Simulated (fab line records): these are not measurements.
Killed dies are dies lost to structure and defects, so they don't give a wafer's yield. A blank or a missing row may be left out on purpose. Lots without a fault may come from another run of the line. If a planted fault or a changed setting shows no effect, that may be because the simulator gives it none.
Comparing a struck lot with a sound one -- flow nandHarc -- 15 out of 1302 route steps
Sound: wafers L791.1, L791.2, L791.3. Struck: wafer L783.1 (L783.4, L783.5, from the same lot, were not struck and are left out); the cause is given at the end.
Per side, at each step with rows, come the tool, then ch with its chambers, and then its first start. Under that, the readings that differ: sound wafers -- struck wafers -- difference of the means -- sigmas: that difference in standard deviations of wafers without a fault.
alike: same words and numbers on both sides, and readings whose means sit less than 2 such deviations apart. not compared: any withheld reading, any reading some wafer has no value for, any bound like >300 that may hide the same value, and any number with overlapping values for which the record gives no deviation.
A row with sigmas, a row that says differs or no value, or rows on one side alone: a step with any of these is where the two part. When numbers do not overlap yet have no deviation, they are printed without sigmas and do not part them. A reading missing from all wafers of one side parts the sides only when that side holds two or more wafers.

first, 3 steps without rows for these wafers: NHARC_A_CHANNEL_HOLE_D2_ETCH_19 (etches the open film in C4F8/O2/Ar, time 34.5 s); NHARC_A_CHANNEL_HOLE_D2_ETCH_20 (etches the open film in C4F8/O2/Ar, time 361.9 s, target depth 1600 nm); NHARC_A_CHANNEL_HOLE_D2_ETCH_21 (etches the open film in C4F8/O2/Ar, time 514.3 s, target depth 1600 nm).
NHARC_A_CHANNEL_HOLE_D2_ETCH_22: etches the open film in C4F8/O2/Ar, time 666.7 s, target depth 1600 nm.
  sound on harEtch-02 ch 0,1, day 19 08:20; struck on harEtch-02 ch 1, day 16 06:59
reading,sound,struck,difference,sigmas
showerheadPlenumPTorr (Torr),3.92 3.69 3.69,3.40,-0.37,-3
throttleValvePct (%),32.145 32.143 32.148,32.167,+0.022,+2
  alike: drypumpMotorCurrentA
  not compared: rfHoursCounterH
NHARC_A_CHANNEL_HOLE_D2_ETCH_23: etches the open film in C4F8/O2/Ar, time 819 s, target depth 1600 nm.
  sound on harEtch-02 ch 0,1, day 19 08:53; struck on harEtch-02 ch 1, day 16 07:34
reading,sound,struck,difference,sigmas
showerheadPlenumPTorr (Torr),3.92 3.69 3.69,3.40,-0.37,-3
  alike: drypumpMotorCurrentA, throttleValvePct
  not compared: rfHoursCounterH
NHARC_A_CHANNEL_HOLE_D2_ETCH_24: etches the open film in C4F8/O2/Ar, time 906.2 s, target depth 1500 nm.
  sound on harEtch-02 ch 0,1, day 19 09:35; struck on harEtch-02 ch 1, day 16 08:17
reading,sound,struck,difference,sigmas
showerheadPlenumPTorr (Torr),3.91 3.68 3.68,3.40,-0.36,-3
  alike: drypumpMotorCurrentA, throttleValvePct
  not compared: rfHoursCounterH
NHARC_A_CHANNEL_HOLE_D2_ETCH_25: etches the open film in C4F8/O2/Ar, time 1040.2 s, target depth 1500 nm.
  sound on harEtch-02 ch 0,1, day 19 10:21; struck on harEtch-02 ch 1, day 16 09:04
reading,sound,struck,difference,sigmas
showerheadPlenumPTorr (Torr),3.91 3.68 3.68,3.40,-0.36,-3
  alike: drypumpMotorCurrentA, throttleValvePct
  not compared: rfHoursCounterH
then, 5 steps without rows for these wafers: NHARC_A_CHANNEL_HOLE_D2_ETCH_26 (etches the open film in C4F8/O2/Ar, time 224.1 s, target depth 300 nm); NHARC_A_CHANNEL_HOLE_D2_ETCH_27 (etches the open film in C4F8/O2/Ar, time 90 s, target depth 400 nm); NHARC_A_CHANNEL_HOLE_D2_STRIP_41 (strips in N2/H2); NHARC_A_CHANNEL_HOLE_D2_STRIP_42 (strips in CF4/CHF3); NHARC_A_CHANNEL_HOLE_D2_STRIP_43 (strips in O2/COS).
NHARC_A_CHANNEL_HOLE_D2_ETCH_44: etches the open film in CF4/O2, target depth 140 nm, overetch 14 nm, time 77 s.
  sound on rieDiel-07 ch 0,2,3, day 19 12:10; struck on rieDiel-07 ch 0, day 16 10:46
reading,sound,struck,difference,sigmas
oesProductAu (a.u.),1.008 1.008 0.988,0.911,-0.090,-8
rfHoursCounterH (h),8 8 8,4,-4,
throttleValvePct (%),13.395 13.404 13.388,13.414,+0.018,+2
  alike: drypumpMotorCurrentA, rfVppV, showerheadPlenumPTorr
NHARC_A_CHANNEL_HOLE_D2_STRIP_28: strips in O2.
  sound on rieDiel-07 ch 0,1,3; struck on rieDiel-07 ch 1
reading,sound,struck,difference,sigmas
oesProductAu (a.u.),1.014 1.002 0.995,1.030,+0.026,+2
rfHoursCounterH (h),8 8 8,4,-4,
  alike: drypumpMotorCurrentA, rfVppV, showerheadPlenumPTorr, throttleValvePct
-- break in the record here, with 11 days between the starts of the struck wafers on either side (left off in module A_CHANNEL_HOLE_D2, picked up again in module END, where the first step shown is number 1302 on the route) --
NHARC_END_SORT_01:
  sound on prober-02 ch 0, day 30 06:44; struck on prober-02 ch 0, day 27 11:07
reading,sound,struck,difference,sigmas
killedAtArray,72 82 88,660,+579,+26
killedDies,81 87 95,665,+577,+26
  alike: killedAtOther, killedAtPeriphery, killedOpen, killedShort

WHERE THEY PART
At NHARC_A_CHANNEL_HOLE_D2_ETCH_22 first; at NHARC_END_SORT_01 last (within this record only).

WHY: the cause the simulator had injected
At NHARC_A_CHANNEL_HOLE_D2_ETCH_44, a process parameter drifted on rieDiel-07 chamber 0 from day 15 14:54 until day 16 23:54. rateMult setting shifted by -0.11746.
